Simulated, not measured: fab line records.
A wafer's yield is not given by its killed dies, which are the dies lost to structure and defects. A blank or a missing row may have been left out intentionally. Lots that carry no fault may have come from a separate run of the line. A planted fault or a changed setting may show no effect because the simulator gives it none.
fab line records | flow n5-finfet
record lots=12 | wafers=32 | last-day=19
route steps=1938 shown BEOL_M4@1097 BEOL_M5@1112 PASSIVATION@1936
lots untouched by any fault: they come from a run of this same line in which no faults occurred
start-h: hours from the record's opening day to when the first of the lot's shown wafers began | wait-h: hours from the lot's prior step to this one | " same as the row above | L1.1+2: one row covering several wafers at once | - no value, or no start was given | * or withheld: withheld | < > ~ a bound
route shown NAME@n: names a module that has steps shown in the file, with the first one's number in the route | usual: mean/standard deviation taken from wafers without a fault | same: alike in all rows | chamber/n: place in a boat | sites: per-site readings | _std_site: standard deviation across them | _edge_site: outer sites' mean less inner sites' | radius-mm: for every site, how far away it sits from the centre of the wafer | mask NAME#n: copy n | behind: tool/chamber where the wafer was last shaped | hold: why the lot went on hold/how many hours it stayed there/how the hold came to an end | device: which transistor (n, p or np) failed to switch | end of line: tests run on the same wafers once the route is complete | a step without rows: its recipe alone | killed: not the wafer's yield, but the dies lost to structure and defects at the first sort | map: the dies of a wafer, with x for killed, . for not killed, _ for no die there
set.NAME: the setting that was run; set.NAME@STEP: the one run at that earlier step | model.NAME: the simulator's own value behind a step, which no gauge read
route steps across a sampled set of lots; one table per step, one row per wafer
services: a tool's chamber out of use, with start hour (start-h, from the record's first day; less than 0 if before it), hours out, and reason
## steps
# step N5_BEOL_M4_ANNEAL_93
# recipe temp-c=400 | time-s=240 | ambient=vacuum
# usual heater-power-w=843/100
lot.wafer | tool           | chamber | start-h | wait-h | heater-power-w
L601.2    | pvd-sputter-02 | -       | 187.24  | 0.0    | 896
L601.4    | "              | -       | "       | "      | 770
L601.5    | "              | -       | "       | "      | 911
L602.1    | pvd-sputter-03 | -       | 190.35  | 0.0    | 789
L602.3    | "              | -       | "       | "      | 922
L602.5    | "              | -       | "       | "      | 776
L605.1    | pvd-sputter-02 | -       | 193.31  | 0.0    | 766
L605.2    | "              | -       | "       | "      | 898
L605.6    | "              | -       | "       | "      | 1008
L606.3    | pvd-sputter-03 | -       | 213.83  | 0.0    | 789
L606.4    | "              | -       | "       | "      | 781
L606.6    | "              | -       | "       | "      | 753
L609.2    | pvd-sputter-02 | -       | 217.16  | 0.0    | 672
L609.5    | "              | -       | "       | "      | 990
L609.6    | "              | -       | "       | "      | 881
L612.1    | pvd-sputter-03 | -       | 241.01  | 0.0    | 773
L612.2    | "              | -       | "       | "      | 796
L612.6    | "              | -       | "       | "      | 788
L615.2    | pvd-sputter-01 | -       | 252.03  | 0.0    | 1110
L615.3    | "              | -       | "       | "      | 848
L615.6    | "              | -       | "       | "      | 867
L616.1    | pvd-sputter-02 | -       | 267.89  | 0.0    | 1017
L616.3    | "              | -       | "       | "      | 782
L614.3    | pvd-sputter-03 | -       | 268.11  | 0.0    | 746
L614.5    | "              | -       | "       | "      | 902
L621.2    | pvd-sputter-03 | -       | 282.61  | 0.0    | 803
L621.5    | "              | -       | "       | "      | 881
L623.4    | pvd-sputter-03 | -       | 298.92  | 0.0    | 792
L623.5    | "              | -       | "       | "      | 903
L624.1    | pvd-sputter-02 | -       | 318.84  | 0.0    | 700
L624.2    | "              | -       | "       | "      | 868
L624.5    | "              | -       | "       | "      | 1023
# step N5_BEOL_M4_CO_CAP_55
# recipe material=Co | target-thk-a=20 | temp-c=200 | precursor=CCTBA/H2 | pressure-torr=30 | time-s=102.1
# usual heater-power-w=253/12
lot.wafer | tool      | chamber | start-h | wait-h | heater-power-w
L601.2    | cvd-co-02 | 2       | 188.48  | 0.0    | 253
L601.4    | "         | 0       | "       | "      | 241
L601.5    | "         | 1       | "       | "      | 253
L602.1    | cvd-co-02 | 0       | 191.57  | 0.0    | 243
L602.3    | "         | 1       | "       | "      | 250
L602.5    | "         | 2       | "       | "      | 252
L605.1    | cvd-co-01 | 1       | 194.53  | 0.0    | 250
L605.2    | "         | 0       | "       | "      | 275
L605.6    | "         | 0       | "       | "      | 271
L606.3    | cvd-co-01 | 2       | 215.18  | 0.0    | 245
L606.4    | "         | 0       | "       | "      | 280
L606.6    | "         | 2       | "       | "      | 245
L609.2    | cvd-co-02 | 2       | 218.38  | 0.0    | 253
L609.5    | "         | 2       | "       | "      | 247
L609.6    | "         | 1       | "       | "      | 254
L612.1    | cvd-co-01 | 2       | 242.24  | 0.0    | 248
L612.2    | "         | 1       | "       | "      | 245
L612.6    | "         | 2       | "       | "      | 249
L615.2    | cvd-co-01 | 2       | 253.26  | 0.0    | 245
L615.3    | "         | 0       | "       | "      | 284
L615.6    | "         | 2       | "       | "      | 240
L616.1    | cvd-co-01 | 0       | 269.44  | 0.0    | 269
L616.3    | "         | 1       | "       | "      | 244
L614.3    | cvd-co-01 | 0       | 269.63  | 0.0    | 277
L614.5    | "         | 0       | "       | "      | 275
L621.2    | cvd-co-02 | 1       | 283.98  | 0.0    | 254
L621.5    | "         | 1       | "       | "      | 249
L624.1    | cvd-co-01 | 2       | 320.06  | 0.0    | 255
L624.2    | "         | 0       | "       | "      | 284
L624.5    | "         | 2       | "       | "      | 249
L623.4    | cvd-co-02 | 0       | 340.26  | 0.1    | 244
L623.5    | "         | 0       | "       | "      | 243
# step N5_BEOL_M4_INSPECT_59
# recipe inspect-instrument=darkfield | mode=post-dep
# usual raw-defect-count=70/22
lot.wafer | tool              | chamber | start-h | wait-h | raw-defect-count
L601.2    | defect-inspect-02 | -       | 188.69  | 0.0    | 27
L601.4    | "                 | -       | "       | "      | 27
L601.5    | "                 | -       | "       | "      | 49
L602.1    | defect-inspect-01 | -       | 191.78  | 0.0    | 62
L602.3    | "                 | -       | "       | "      | 71
L602.5    | "                 | -       | "       | "      | 59
L605.1    | defect-inspect-02 | -       | 194.74  | 0.0    | 75
L605.2    | "                 | -       | "       | "      | 54
L605.6    | "                 | -       | "       | "      | 69
L606.3    | defect-inspect-01 | -       | 215.39  | 0.0    | 64
L606.4    | "                 | -       | "       | "      | 64
L606.6    | "                 | -       | "       | "      | 83
L609.2    | defect-inspect-02 | -       | 218.62  | 0.0    | 51
L609.5    | "                 | -       | "       | "      | 62
L609.6    | "                 | -       | "       | "      | 58
L612.1    | defect-inspect-02 | -       | 242.45  | 0.0    | 58
L612.2    | "                 | -       | "       | "      | 59
L612.6    | "                 | -       | "       | "      | 67
L615.2    | defect-inspect-02 | -       | 253.47  | 0.0    | 52
L615.3    | "                 | -       | "       | "      | 60
L615.6    | "                 | -       | "       | "      | 61
L616.1    | defect-inspect-02 | -       | 269.64  | 0.0    | 65
L616.3    | "                 | -       | "       | "      | 71
L614.3    | defect-inspect-01 | -       | 269.84  | 0.0    | 63
L614.5    | "                 | -       | "       | "      | 57
L621.2    | defect-inspect-01 | -       | 284.19  | 0.0    | 78
L621.5    | "                 | -       | "       | "      | 52
L624.1    | defect-inspect-02 | -       | 320.27  | 0.0    | 63
L624.2    | "                 | -       | "       | "      | 42
L624.5    | "                 | -       | "       | "      | 81
L623.4    | defect-inspect-02 | -       | 340.47  | 0.0    | 101
L623.5    | "                 | -       | "       | "      | 79
# step N5_BEOL_M5_ILD_DEP_00
# recipe material=SiCOH_lowk | target-thk-a=1406.4 | temp-c=300 | precursor=DEMS/porogen | pressure-torr=5 | rf-w=500 | time-s=25.9
# usual heater-power-w=331/60 | showerhead-plenum-p-Torr=5.749/0.012 | throttle-valve-pct=13.6/0.88
lot.wafer | tool     | chamber | start-h | wait-h | heater-power-w | showerhead-plenum-p-Torr | throttle-valve-pct
L601.2    | pecvd-03 | 2       | 189.68  | 0.7    | 271            | 5.764                    | 12.0
L601.4    | "        | 0       | "       | "      | 382            | 5.750                    | 13.7
L601.5    | "        | 2       | "       | "      | 276            | 5.754                    | 12.2
L602.1    | pecvd-02 | 2       | 192.78  | 0.8    | 329            | 5.751                    | 12.3
L602.3    | "        | 0       | "       | "      | 270            | 5.761                    | 13.6
L602.5    | "        | 0       | "       | "      | 279            | 5.760                    | 13.5
L605.1    | pecvd-02 | 0       | 195.73  | 0.8    | 298            | 5.751                    | 13.5
L605.2    | "        | 1       | "       | "      | 245            | 5.721                    | 13.9
L605.6    | "        | 2       | "       | "      | 340            | 5.760                    | 12.5
L606.3    | pecvd-02 | 2       | 216.39  | 0.5    | 346            | 5.766                    | 12.6
L606.4    | "        | 1       | "       | "      | 236            | 5.737                    | 13.9
L606.6    | "        | 2       | "       | "      | 352            | 5.753                    | 12.7
L609.2    | pecvd-03 | 0       | 219.61  | 0.7    | 475            | 5.757                    | 13.5
L609.5    | "        | 2       | "       | "      | 314            | 5.726                    | 11.9
L609.6    | "        | 0       | "       | "      | 374            | 5.751                    | 13.5
L612.1    | pecvd-04 | 0       | 243.43  | 0.8    | 250            | 5.762                    | 14.3
L612.2    | "        | 2       | "       | "      | 302            | 5.740                    | 13.7
L612.6    | "        | 2       | "       | "      | 319            | 5.741                    | 14.0
L615.2    | pecvd-04 | 1       | 254.46  | 0.7    | 334            | 5.761                    | 15.3
L615.3    | "        | 0       | "       | "      | 304            | 5.760                    | 14.4
L615.6    | "        | 2       | "       | "      | 313            | 5.740                    | 13.5
L616.1    | pecvd-04 | 1       | 270.63  | 0.8    | 334            | 5.741                    | 15.5
L616.3    | "        | 0       | "       | "      | 250            | 5.761                    | 14.3
L614.3    | pecvd-04 | 0       | 270.83  | 0.5    | 306            | 5.766                    | 14.4
L614.5    | "        | 2       | "       | "      | 355            | 5.746                    | 13.6
L621.2    | pecvd-04 | 0       | 285.18  | 0.7    | 261            | 5.757                    | 14.4
L621.5    | "        | 1       | "       | "      | 354            | 5.730                    | 15.5
L624.1    | pecvd-03 | 0       | 321.26  | 0.8    | 402            | 5.748                    | 13.4
L624.2    | "        | 2       | "       | "      | 312            | 5.744                    | 12.2
L624.5    | "        | 0       | "       | "      | 409            | 5.751                    | 13.3
L623.4    | pecvd-03 | 0       | 341.48  | 0.4    | 433            | 5.746                    | 13.4
L623.5    | "        | 2       | "       | "      | 308            | 5.747                    | 12.1
# step N5_BEOL_M5_THK_MEAS_01
# recipe reads=SiCOH_lowk_of_BEOL_M5_ILD_DEP_00
# usual M5_ILD_THK=121.0/1.9
lot.wafer | tool          | chamber | start-h | wait-h | M5_ILD_THK[nm]
L601.2    | film-metro-02 | -       | 190.73  | 0.7    | 120.1
L601.4    | "             | -       | "       | "      | 124.0
L601.5    | "             | -       | "       | "      | 122.0
L602.1    | film-metro-02 | -       | 193.35  | 0.4    | 120.7
L602.3    | "             | -       | "       | "      | 122.8
L602.5    | "             | -       | "       | "      | 123.2
L605.1    | film-metro-02 | -       | 196.30  | 0.4    | 122.4
L605.2    | "             | -       | "       | "      | 121.4
L605.6    | "             | -       | "       | "      | 124.3
L606.3    | film-metro-02 | -       | 217.44  | 0.5    | 120.1
L606.4    | "             | -       | "       | "      | 122.9
L606.6    | "             | -       | "       | "      | 122.0
L609.2    | film-metro-02 | -       | 220.66  | 0.7    | 121.5
L609.5    | "             | -       | "       | "      | 125.0
L609.6    | "             | -       | "       | "      | 122.2
L612.1    | film-metro-02 | -       | 244.09  | 0.4    | 119.1
L612.2    | "             | -       | "       | "      | 122.8
L612.6    | "             | -       | "       | "      | 123.6
L615.2    | film-metro-02 | -       | 255.03  | 0.4    | 118.4
L615.3    | "             | -       | "       | "      | 117.6
L615.6    | "             | -       | "       | "      | 122.9
L616.1    | film-metro-02 | -       | 271.21  | 0.4    | 119.2
L616.3    | "             | -       | "       | "      | 87.9
L614.3    | film-metro-02 | -       | 271.41  | 0.3    | 90.6
L614.5    | "             | -       | "       | "      | 93.3
L621.2    | film-metro-01 | -       | 286.11  | 0.4    | 118.4
L621.5    | "             | -       | "       | "      | 90.3
L624.1    | film-metro-02 | -       | 321.83  | 0.4    | 117.9
L624.2    | "             | -       | "       | "      | 120.6
L624.5    | "             | -       | "       | "      | 120.9
L623.4    | film-metro-02 | -       | 342.03  | 0.2    | 119.8
L623.5    | "             | -       | "       | "      | 121.7
# step N5_PASSIVATION_PROBE_49
# usual defect-limited-yield=91.5/1.7 | killed_at_M0_to_M3=33/11 | killed_at_M4_up=13/5.2 | killed-at-contacts=11/5.7 | killed-at-front-end=39/11 | killed-at-other=4/3 | killed-dies=101/20 | killed-open=66/15 | killed-short=33/8.4 | sort_bin_4_leakage=0.01/0.073 | sort_bin_5_function=5.0/1.1 | sort_bin_6_memory=3.2/0.69 | sort_bin_8_speed=0.1/0.52 | sort-n-pass=1078/20 | sort-yield-pct=91.4/1.7
# same gross-dies=1180 | killed-at-back-side=0
lot.wafer | tool      | chamber | start-h | wait-h | defect-limited-yield[%] | killed_at_M0_to_M3 | killed_at_M4_up | killed-at-contacts | killed-at-front-end | killed-at-other | killed-dies | killed-open | killed-short | sort_bin_4_leakage[%] | sort_bin_5_function[%] | sort_bin_6_memory[%] | sort_bin_8_speed[%] | sort-n-pass | sort-yield-pct[%]
L605.1    | prober-01 | -       | 300.72  | 0.0    | 91.4                    | 33                 | 21              | 4                  | 42                  | 1               | 101         | 60          | 40           | 0                     | 5.6                    | 2.9                  | 0                   | 1079        | 91.4
L605.2    | prober-01 | -       | 300.77  | 0.1    | 92.3                    | 13                 | 14              | 18                 | 39                  | 7               | 91          | 56          | 33           | 0                     | 4.7                    | 2.8                  | 0.1                 | 1088        | 92.2
L605.6    | prober-01 | -       | 300.97  | 0.3    | 92.0                    | 32                 | 12              | 10                 | 38                  | 2               | 94          | 56          | 35           | 0                     | 5.1                    | 2.6                  | 0                   | 1086        | 92.0
L612.1    | prober-01 | -       | 342.43  | 0.0    | 89.2                    | 42                 | 7               | 8                  | 62                  | 8               | 127         | 76          | 50           | 0                     | 6.4                    | 3.9                  | 0                   | 1053        | 89.2
L612.2    | prober-01 | -       | 342.48  | 0.1    | 88.7                    | 51                 | 16              | 11                 | 54                  | 1               | 133         | 91          | 42           | 0                     | 6.9                    | 3.7                  | 0                   | 1047        | 88.7
L612.6    | prober-01 | -       | 342.68  | 0.3    | 89.4                    | 21                 | 23              | 13                 | 64                  | 4               | 125         | 77          | 46           | 0                     | 6.9                    | 3.4                  | 0                   | 1055        | 89.4
L614.3    | prober-02 | -       | 371.56  | 0.1    | 93.3                    | 20                 | 5               | 9                  | 44                  | 1               | 79          | 53          | 25           | 0                     | 3.9                    | 2.5                  | 0                   | 1101        | 93.3
L614.5    | prober-02 | -       | 371.66  | 0.2    | 93.6                    | 26                 | 7               | 5                  | 36                  | 2               | 76          | 52          | 24           | 0                     | 3.4                    | 2.9                  | 0                   | 1104        | 93.6
L616.1    | prober-01 | -       | 372.54  | 0.0    | 93.4                    | 27                 | 7               | 12                 | 29                  | 3               | 78          | 53          | 25           | 0                     | 3.7                    | 2.6                  | 1.3                 | 1087        | 92.1
L616.3    | prober-01 | -       | 372.64  | 0.1    | 90.6                    | 40                 | 18              | 4                  | 43                  | 6               | 111         | 71          | 40           | 0                     | 4.7                    | 4.2                  | 0                   | 1069        | 90.6
L621.2    | prober-01 | -       | 386.72  | 0.1    | 91.6                    | 25                 | 16              | 8                  | 45                  | 5               | 99          | 69          | 29           | 0                     | 4.2                    | 4.0                  | 0                   | 1081        | 91.6
L621.5    | prober-01 | -       | 386.87  | 0.2    | 92.5                    | 33                 | 7               | 11                 | 31                  | 7               | 89          | 51          | 36           | 0                     | 4.2                    | 2.9                  | 0                   | 1091        | 92.5
L624.1    | prober-02 | -       | 419.39  | 0.0    | 92.9                    | 21                 | 18              | 9                  | 32                  | 4               | 84          | 59          | 20           | 0                     | 4.7                    | 2.5                  | 0                   | 1096        | 92.9
L624.2    | prober-02 | -       | 419.44  | 0.1    | 93.9                    | 25                 | 10              | 7                  | 27                  | 3               | 72          | 55          | 16           | 0                     | 3.4                    | 2.6                  | 0                   | 1108        | 93.9
L624.5    | prober-02 | -       | 419.59  | 0.2    | 89.2                    | 27                 | 23              | 26                 | 51                  | 0               | 127         | 86          | 40           | 0                     | 6.4                    | 4.2                  | 0                   | 1053        | 89.2
L623.4    | prober-02 | -       | 447.96  | 0.2    | 89.9                    | 28                 | 18              | 16                 | 54                  | 3               | 119         | 73          | 41           | 0                     | 6.5                    | 3.1                  | 0                   | 1061        | 89.9
L623.5    | prober-02 | -       | 448.01  | 0.2    | 92.8                    | 23                 | 17              | 21                 | 22                  | 2               | 85          | 49          | 32           | 0                     | 3.9                    | 3.0                  | 0.1                 | 1094        | 92.7
# killed by level:class
L605.1 FIN_SAQP:geometric-particle:short=13 BEOL_M0_SAQP:geometric-particle:short=12 BEOL_M0_SAQP:geometric-particle:open=8 BEOL_M4:geometric-particle:open=8 STI_FIN_REVEAL:geometric-particle:open=7 FIN_SAQP:geometric-particle:open=5 BEOL_M3:geometric-particle:open=4 BEOL_M5:geometric-particle:open=4
L605.2 MOL_CONTACT_COAG:geometric-particle:open=13 FIN_SAQP:geometric-particle:short=7 GATE_CUT:geometric-particle:short=6 GATE_CUT:geometric-particle:open=6 MOL_CONTACT_COAG:geometric-particle:short=5 STARTING-WAFER:geometric-particle:short=5 STARTING-WAFER:geometric-particle:open=5 FIN_SAQP:geometric-particle:open=4
L605.6 BEOL_M3:geometric-particle:open=10 FIN_SAQP:geometric-particle:short=8 STI_FIN_REVEAL:geometric-particle:open=8 MOL_CONTACT_COAG:geometric-particle:open=8 FIN_SAQP:geometric-particle:open=5 GATE_CUT:geometric-particle:short=5 BEOL_M1:geometric-particle:short=5 BEOL_M0_SAQP:geometric-particle:short=4
L612.1 STI_FIN_REVEAL:geometric-particle:open=29 FIN_SAQP:geometric-particle:short=12 BEOL_M0_SAQP:geometric-particle:short=8 BEOL_M3:geometric-particle:open=7 BEOL_M1:geometric-particle:short=7 MOL_CONTACT_COAG:geometric-particle:open=6 BEOL_M2:geometric-particle:open=6 BEOL_M0_SAQP:geometric-particle:open=5
L612.2 FIN_SAQP:geometric-particle:short=16 STI_FIN_REVEAL:geometric-particle:open=14 BEOL_M0_SAQP:geometric-particle:open=13 BEOL_M3:geometric-particle:open=13 FIN_SAQP:geometric-particle:open=12 MOL_CONTACT_COAG:geometric-particle:open=9 BEOL_M0_SAQP:geometric-particle:short=9 BEOL_M1:geometric-particle:open=5
L612.6 STI_FIN_REVEAL:geometric-particle:open=26 FIN_SAQP:geometric-particle:short=15 BEOL_M0_SAQP:geometric-particle:short=12 MOL_CONTACT_COAG:geometric-particle:open=11 BEOL_M4:geometric-particle:open=10 FIN_SAQP:geometric-particle:open=9 BEOL_M3:geometric-particle:open=5 STI_FIN_REVEAL:geometric-particle:short=3
L614.3 STI_FIN_REVEAL:geometric-particle:open=19 MOL_CONTACT_COAG:geometric-particle:open=7 BEOL_M3:geometric-particle:open=5 FIN_SAQP:geometric-particle:short=4 BEOL_M1:geometric-particle:open=4 STI_FIN_REVEAL:geometric-particle:short=3 ILD0:geometric-particle:open=3 BEOL_M0_SAQP:geometric-particle:short=3
L614.5 STI_FIN_REVEAL:geometric-particle:open=11 FIN_SAQP:geometric-particle:open=8 BEOL_M0_SAQP:geometric-particle:open=7 STI_FIN_REVEAL:geometric-particle:short=5 BEOL_M1:geometric-particle:open=5 BEOL_M0_SAQP:geometric-particle:short=4 MOL_CONTACT_COAG:geometric-particle:open=4 BEOL_M5:geometric-particle:open=4
L616.1 MOL_CONTACT_COAG:geometric-particle:open=10 BEOL_M0_SAQP:geometric-particle:open=7 FIN_SAQP:geometric-particle:open=6 BEOL_M0_SAQP:geometric-particle:short=6 BEOL_M4:geometric-particle:open=6 STI_FIN_REVEAL:geometric-particle:open=4 BEOL_M3:geometric-particle:open=4 FIN_SAQP:geometric-particle:short=3
L616.3 BEOL_M0_SAQP:geometric-particle:short=15 STI_FIN_REVEAL:geometric-particle:open=11 FIN_SAQP:geometric-particle:open=9 BEOL_M0_SAQP:geometric-particle:open=9 BEOL_M5:geometric-particle:open=8 FIN_SAQP:geometric-particle:short=6 BEOL_M2:geometric-particle:open=6 BEOL_M1:geometric-particle:open=5
L621.2 BEOL_M3:geometric-particle:open=9 STI_FIN_REVEAL:geometric-particle:open=8 GATE_CUT:geometric-particle:short=8 FIN_SAQP:geometric-particle:open=7 MOL_CONTACT_COAG:geometric-particle:open=7 GATE_CUT:geometric-particle:open=6 FIN_SAQP:geometric-particle:short=5 BEOL_M4:geometric-particle:open=5
L621.5 BEOL_M0_SAQP:geometric-particle:short=9 BEOL_M3:geometric-particle:open=9 FIN_SAQP:geometric-particle:open=8 GATE_CUT:geometric-particle:short=8 MOL_CONTACT_COAG:geometric-particle:open=7 FIN_SAQP:geometric-particle:short=5 BEOL_M0_SAQP:geometric-particle:open=5 BEOL_M2:geometric-particle:open=5
L624.1 FIN_SAQP:geometric-particle:open=13 STI_FIN_REVEAL:geometric-particle:open=6 MOL_CONTACT_COAG:geometric-particle:open=6 BEOL_M4:geometric-particle:open=6 BEOL_M8:geometric-particle:open=5 FIN_SAQP:geometric-particle:short=4 BEOL_M0_SAQP:geometric-particle:open=4 BEOL_M0_SAQP:geometric-particle:short=4
L624.2 BEOL_M4:geometric-particle:open=8 FIN_SAQP:geometric-particle:open=7 MOL_CONTACT_COAG:geometric-particle:open=6 BEOL_M0_SAQP:geometric-particle:open=5 BEOL_M1:geometric-particle:open=5 BEOL_M3:geometric-particle:open=5 STI_FIN_REVEAL:geometric-particle:open=4 DUMMY_GATE:geometric-particle:open=4
L624.5 MOL_CONTACT_COAG:geometric-particle:open=21 FIN_SAQP:geometric-particle:open=14 FIN_SAQP:geometric-particle:short=14 BEOL_M5:geometric-particle:open=8 STI_FIN_REVEAL:geometric-particle:open=7 BEOL_M1:geometric-particle:open=7 BEOL_M2:geometric-particle:open=6 MOL_CONTACT_COAG:geometric-particle:short=5
L623.4 FIN_SAQP:geometric-particle:open=17 FIN_SAQP:geometric-particle:short=14 MOL_CONTACT_COAG:geometric-particle:open=14 BEOL_M3:geometric-particle:open=8 BEOL_M0_SAQP:geometric-particle:short=7 STI_FIN_REVEAL:geometric-particle:open=6 DUMMY_GATE:geometric-particle:open=5 BEOL_M0_SAQP:geometric-particle:open=4
L623.5 MOL_CONTACT_COAG:geometric-particle:open=18 BEOL_M0:geometric-particle:short=7 FIN_SAQP:geometric-particle:short=5 FIN_SAQP:geometric-particle:open=4 STARTING-WAFER:geometric-particle:short=4 MOL_CONTACT_COAG:geometric-particle:short=3 BEOL_M0_SAQP:geometric-particle:short=3 BEOL_M3:geometric-particle:open=3
## services
tool      | chamber | start-h | hours | kind
cvd-co-01 | -       | 193.17  | 1.1   | repair
pecvd-03  | -       | 225.44  | 0.3   | repair
pecvd-04  | 1       | 225.77  | 26.1  | repair
pecvd-02  | -       | 256.38  | 0.4   | repair
cvd-co-02 | 1       | 261.07  | 15.9  | repair
cvd-co-01 | -       | 265.49  | 1.7   | repair
pecvd-03  | 0       | 284.83  | 5.5   | scheduled-down
cvd-co-02 | 2       | 291.02  | 36.6  | repair
pecvd-04  | 1       | 296.97  | 5.5   | scheduled-down
pecvd-02  | 2       | 316.73  | 9.6   | repair
pecvd-02  | 0       | 322.53  | 2.1   | scheduled-down
pecvd-04  | 2       | 326.42  | 2.1   | scheduled-down
cvd-co-02 | 1       | 333.33  | -     | clean
cvd-co-02 | 1       | 333.33  | 22.0  | scheduled-down
cvd-co-02 | 1       | 333.33  | 22.0  | vent-cycle
pecvd-03  | 1       | 334.05  | 5.2   | repair
pecvd-02  | 1       | 335.68  | 2.1   | scheduled-down
cvd-co-02 | -       | 341.38  | 2.8   | pm
## key
first-sign step=N5_BEOL_M5_THK_MEAS_01 | reading=M5_ILD_THK | direction=down | sigmas=16 | usual=121.0 | struck=90.5
effect none on later readings
met-at N5_BEOL_M5_ILD_DEP_00
struck-lots L614,L616,L621
struck-wafers L614.3,L614.5,L616.3,L621.5
not-acting-at N5_BEOL_M4_ANNEAL_93,N5_BEOL_M4_CO_CAP_55,N5_BEOL_M4_INSPECT_59
onset-between 254.46 270.63
fault kind=process-parameter-drift | tool=pecvd-04 | chamber=- | onset-h=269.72 | steps=N5_BEOL_M5_ILD_DEP_00 | channel=time-s | offset=* | shape=step | end-h=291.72 | scope=struck-wafers-only | acts-in=* | stated=*
